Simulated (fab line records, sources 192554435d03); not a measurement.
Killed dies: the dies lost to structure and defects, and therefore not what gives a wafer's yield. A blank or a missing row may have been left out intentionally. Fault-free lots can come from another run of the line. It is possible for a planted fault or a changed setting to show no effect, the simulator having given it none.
Lot-split experiment || flow n5Finfet || 39 wafers read across 7 lots, on a route 1938 steps long

ON THE SPLIT
At N5_SD_EPI_P_EPI_21 (deposits SiGe:B, time 355 s), the setting epiGrowthTimeS was moved away from the recipe's 355 s on 18 of the 39 wafers read, by -35.5% to +58.5%. The other wafers ran this setting at the recipe's value.

The reading comes from the split's own step.

THE READING
SiGe-B_of_SD_EPI_P_EPI_21.thkNm (the simulator's own value, which no gauge read), in nm, at N5_SD_EPI_P_EPI_21 (deposits SiGe:B, time 355 s). The file does not state a usual value for it. Here, 21 wafers ran the recipe; their average is 61.2 nm with a standard deviation of 0.69 nm.

{"wafer": "L074.1", "tool, chamber at the split": "epiRpcvd-04, 0", "epiGrowthTimeS as run, s": 355, "against the recipe": "recipe", "SiGe-B_of_SD_EPI_P_EPI_21.thkNm, nm": 60.6, "against lot-mates on the recipe": "-"}
{"wafer": "L074.2", "tool, chamber at the split": "epiRpcvd-04, 0", "epiGrowthTimeS as run, s": 504.9, "against the recipe": "+42.2%", "SiGe-B_of_SD_EPI_P_EPI_21.thkNm, nm": 76.8, "against lot-mates on the recipe": "+16.3"}
{"wafer": "L074.3", "tool, chamber at the split": "epiRpcvd-04, 0", "epiGrowthTimeS as run, s": 355, "against the recipe": "recipe", "SiGe-B_of_SD_EPI_P_EPI_21.thkNm, nm": 60.4, "against lot-mates on the recipe": "-"}
{"wafer": "L074.5", "tool, chamber at the split": "epiRpcvd-04, 0", "epiGrowthTimeS as run, s": 355, "against the recipe": "recipe", "SiGe-B_of_SD_EPI_P_EPI_21.thkNm, nm": 60.4, "against lot-mates on the recipe": "-"}
{"wafer": "L074.4", "tool, chamber at the split": "epiRpcvd-04, 0", "epiGrowthTimeS as run, s": 504.9, "against the recipe": "+42.2%", "SiGe-B_of_SD_EPI_P_EPI_21.thkNm, nm": 77.2, "against lot-mates on the recipe": "+16.7"}
{"wafer": "L074.6", "tool, chamber at the split": "epiRpcvd-04, 0", "epiGrowthTimeS as run, s": 504.9, "against the recipe": "+42.2%", "SiGe-B_of_SD_EPI_P_EPI_21.thkNm, nm": 77.8, "against lot-mates on the recipe": "+17.3"}
{"wafer": "L082.1", "tool, chamber at the split": "epiRpcvd-02, 0", "epiGrowthTimeS as run, s": 355, "against the recipe": "recipe", "SiGe-B_of_SD_EPI_P_EPI_21.thkNm, nm": 61, "against lot-mates on the recipe": "-"}
{"wafer": "L082.2", "tool, chamber at the split": "epiRpcvd-02, 0", "epiGrowthTimeS as run, s": 355, "against the recipe": "recipe", "SiGe-B_of_SD_EPI_P_EPI_21.thkNm, nm": 60.6, "against lot-mates on the recipe": "-"}
{"wafer": "L082.4", "tool, chamber at the split": "epiRpcvd-02, 0", "epiGrowthTimeS as run, s": 355, "against the recipe": "recipe", "SiGe-B_of_SD_EPI_P_EPI_21.thkNm, nm": 60.8, "against lot-mates on the recipe": "-"}
{"wafer": "L085.1", "tool, chamber at the split": "epiRpcvd-02, 0", "epiGrowthTimeS as run, s": 422.7, "against the recipe": "+19.1%", "SiGe-B_of_SD_EPI_P_EPI_21.thkNm, nm": 67.8, "against lot-mates on the recipe": "+7.5"}
{"wafer": "L085.2", "tool, chamber at the split": "epiRpcvd-02, 0", "epiGrowthTimeS as run, s": 355, "against the recipe": "recipe", "SiGe-B_of_SD_EPI_P_EPI_21.thkNm, nm": 60, "against lot-mates on the recipe": "-"}
{"wafer": "L085.3", "tool, chamber at the split": "epiRpcvd-02, 0", "epiGrowthTimeS as run, s": 355, "against the recipe": "recipe", "SiGe-B_of_SD_EPI_P_EPI_21.thkNm, nm": 60.2, "against lot-mates on the recipe": "-"}
{"wafer": "L085.4", "tool, chamber at the split": "epiRpcvd-02, 0", "epiGrowthTimeS as run, s": 422.7, "against the recipe": "+19.1%", "SiGe-B_of_SD_EPI_P_EPI_21.thkNm, nm": 67.6, "against lot-mates on the recipe": "+7.3"}
{"wafer": "L085.5", "tool, chamber at the split": "epiRpcvd-02, 0", "epiGrowthTimeS as run, s": 355, "against the recipe": "recipe", "SiGe-B_of_SD_EPI_P_EPI_21.thkNm, nm": 60.8, "against lot-mates on the recipe": "-"}
{"wafer": "L085.6", "tool, chamber at the split": "epiRpcvd-02, 0", "epiGrowthTimeS as run, s": 422.7, "against the recipe": "+19.1%", "SiGe-B_of_SD_EPI_P_EPI_21.thkNm, nm": 68.4, "against lot-mates on the recipe": "+8.1"}
{"wafer": "L090.1", "tool, chamber at the split": "epiRpcvd-02, 0", "epiGrowthTimeS as run, s": 229.1, "against the recipe": "-35.5%", "SiGe-B_of_SD_EPI_P_EPI_21.thkNm, nm": 42.6, "against lot-mates on the recipe": -18.9}
{"wafer": "L090.2", "tool, chamber at the split": "epiRpcvd-02, 0", "epiGrowthTimeS as run, s": 355, "against the recipe": "recipe", "SiGe-B_of_SD_EPI_P_EPI_21.thkNm, nm": 61.8, "against lot-mates on the recipe": "-"}
{"wafer": "L090.3", "tool, chamber at the split": "epiRpcvd-02, 0", "epiGrowthTimeS as run, s": 355, "against the recipe": "recipe", "SiGe-B_of_SD_EPI_P_EPI_21.thkNm, nm": 61, "against lot-mates on the recipe": "-"}
{"wafer": "L090.4", "tool, chamber at the split": "epiRpcvd-02, 0", "epiGrowthTimeS as run, s": 355, "against the recipe": "recipe", "SiGe-B_of_SD_EPI_P_EPI_21.thkNm, nm": 61.6, "against lot-mates on the recipe": "-"}
{"wafer": "L090.5", "tool, chamber at the split": "epiRpcvd-02, 0", "epiGrowthTimeS as run, s": 229.1, "against the recipe": "-35.5%", "SiGe-B_of_SD_EPI_P_EPI_21.thkNm, nm": 42.8, "against lot-mates on the recipe": -18.7}
{"wafer": "L090.6", "tool, chamber at the split": "epiRpcvd-02, 0", "epiGrowthTimeS as run, s": 229.1, "against the recipe": "-35.5%", "SiGe-B_of_SD_EPI_P_EPI_21.thkNm, nm": 42.8, "against lot-mates on the recipe": -18.7}
{"wafer": "L091.1", "tool, chamber at the split": "epiRpcvd-02, 0", "epiGrowthTimeS as run, s": 562.7, "against the recipe": "+58.5%", "SiGe-B_of_SD_EPI_P_EPI_21.thkNm, nm": 83, "against lot-mates on the recipe": "+21.7"}
{"wafer": "L091.2", "tool, chamber at the split": "epiRpcvd-02, 0", "epiGrowthTimeS as run, s": 562.7, "against the recipe": "+58.5%", "SiGe-B_of_SD_EPI_P_EPI_21.thkNm, nm": 84, "against lot-mates on the recipe": "+22.7"}
{"wafer": "L091.3", "tool, chamber at the split": "epiRpcvd-02, 0", "epiGrowthTimeS as run, s": 355, "against the recipe": "recipe", "SiGe-B_of_SD_EPI_P_EPI_21.thkNm, nm": 60.8, "against lot-mates on the recipe": "-"}
{"wafer": "L091.4", "tool, chamber at the split": "epiRpcvd-02, 0", "epiGrowthTimeS as run, s": 562.7, "against the recipe": "+58.5%", "SiGe-B_of_SD_EPI_P_EPI_21.thkNm, nm": 83.2, "against lot-mates on the recipe": "+21.9"}
{"wafer": "L091.5", "tool, chamber at the split": "epiRpcvd-02, 0", "epiGrowthTimeS as run, s": 355, "against the recipe": "recipe", "SiGe-B_of_SD_EPI_P_EPI_21.thkNm, nm": 61, "against lot-mates on the recipe": "-"}
{"wafer": "L091.6", "tool, chamber at the split": "epiRpcvd-02, 0", "epiGrowthTimeS as run, s": 355, "against the recipe": "recipe", "SiGe-B_of_SD_EPI_P_EPI_21.thkNm, nm": 62, "against lot-mates on the recipe": "-"}
{"wafer": "L095.1", "tool, chamber at the split": "epiRpcvd-01, 0", "epiGrowthTimeS as run, s": 355, "against the recipe": "recipe", "SiGe-B_of_SD_EPI_P_EPI_21.thkNm, nm": 62, "against lot-mates on the recipe": "-"}
{"wafer": "L095.2", "tool, chamber at the split": "epiRpcvd-01, 0", "epiGrowthTimeS as run, s": 412.5, "against the recipe": "+16.2%", "SiGe-B_of_SD_EPI_P_EPI_21.thkNm, nm": 68.6, "against lot-mates on the recipe": "+6.5"}
{"wafer": "L095.3", "tool, chamber at the split": "epiRpcvd-01, 0", "epiGrowthTimeS as run, s": 412.5, "against the recipe": "+16.2%", "SiGe-B_of_SD_EPI_P_EPI_21.thkNm, nm": 68.4, "against lot-mates on the recipe": "+6.3"}
{"wafer": "L095.4", "tool, chamber at the split": "epiRpcvd-01, 0", "epiGrowthTimeS as run, s": 355, "against the recipe": "recipe", "SiGe-B_of_SD_EPI_P_EPI_21.thkNm, nm": 61.8, "against lot-mates on the recipe": "-"}
{"wafer": "L095.5", "tool, chamber at the split": "epiRpcvd-01, 0", "epiGrowthTimeS as run, s": 412.5, "against the recipe": "+16.2%", "SiGe-B_of_SD_EPI_P_EPI_21.thkNm, nm": 67.8, "against lot-mates on the recipe": "+5.7"}
{"wafer": "L095.6", "tool, chamber at the split": "epiRpcvd-01, 0", "epiGrowthTimeS as run, s": 355, "against the recipe": "recipe", "SiGe-B_of_SD_EPI_P_EPI_21.thkNm, nm": 62.4, "against lot-mates on the recipe": "-"}
{"wafer": "L097.1", "tool, chamber at the split": "epiRpcvd-02, 0", "epiGrowthTimeS as run, s": 545.8, "against the recipe": "+53.7%", "SiGe-B_of_SD_EPI_P_EPI_21.thkNm, nm": 84.2, "against lot-mates on the recipe": "+22.5"}
{"wafer": "L097.2", "tool, chamber at the split": "epiRpcvd-02, 0", "epiGrowthTimeS as run, s": 545.8, "against the recipe": "+53.7%", "SiGe-B_of_SD_EPI_P_EPI_21.thkNm, nm": 82.8, "against lot-mates on the recipe": "+21.1"}
{"wafer": "L097.3", "tool, chamber at the split": "epiRpcvd-02, 0", "epiGrowthTimeS as run, s": 355, "against the recipe": "recipe", "SiGe-B_of_SD_EPI_P_EPI_21.thkNm, nm": 62.4, "against lot-mates on the recipe": "-"}
{"wafer": "L097.4", "tool, chamber at the split": "epiRpcvd-02, 0", "epiGrowthTimeS as run, s": 355, "against the recipe": "recipe", "SiGe-B_of_SD_EPI_P_EPI_21.thkNm, nm": 61.4, "against lot-mates on the recipe": "-"}
{"wafer": "L097.6", "tool, chamber at the split": "epiRpcvd-02, 0", "epiGrowthTimeS as run, s": 355, "against the recipe": "recipe", "SiGe-B_of_SD_EPI_P_EPI_21.thkNm, nm": 61.4, "against lot-mates on the recipe": "-"}
{"wafer": "L097.5", "tool, chamber at the split": "epiRpcvd-02, 0", "epiGrowthTimeS as run, s": 545.8, "against the recipe": "+53.7%", "SiGe-B_of_SD_EPI_P_EPI_21.thkNm, nm": 83, "against lot-mates on the recipe": "+21.3"}

FIT RESULTS
A straight line over all 39 wafers: SiGe-B_of_SD_EPI_P_EPI_21.thkNm changes by +0.418 nm for each +1% of epiGrowthTimeS; r = +0.99; the points scatter about the line by 1.3 nm.
The same after taking each lot's own level away (the mean of its wafers on the recipe; 39 wafers): +0.419 nm for each +1%; r = +0.99; scatter 1.2 nm.
That fit puts the effect of the largest move of epiGrowthTimeS on the reading at 25 nm.
The span of the lots' own levels, 60.33 to 62.07 nm, comes to 2.5 times the standard deviation stated above.
Consequently the slope shifts little with the lot-to-lot level, the two slopes agreeing.
Check: +24.1 nm against its lot-mates is what the line predicts for one of the wafers moved furthest among these (+58.5%) when that wafer is left out of the fit. Against them it came out at +21.7 nm.

THE WHOLE CHAIN: every reading that the file lists as answering this split, in the file's order
{"step": "N5_SD_EPI_P_EPI_21", "what it does": "deposits SiGe:B, time 355 s", "reading": "SiGe-B_of_SD_EPI_P_EPI_21.thkNm (the simulator's own value, which no gauge read)", "change (the file's fit)": "+0.408 nm for each +1% of the setting", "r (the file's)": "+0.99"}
{"step": "N5_SD_EPI_P_EPI_MEAS_23", "what it does": "", "reading": "thkNm", "change (the file's fit)": "withheld for each +1% of the setting", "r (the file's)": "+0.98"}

FILE'S OWN FIT
SiGe-B_of_SD_EPI_P_EPI_21.thkNm changes by +0.408 nm for each +1% of epiGrowthTimeS, r = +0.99.
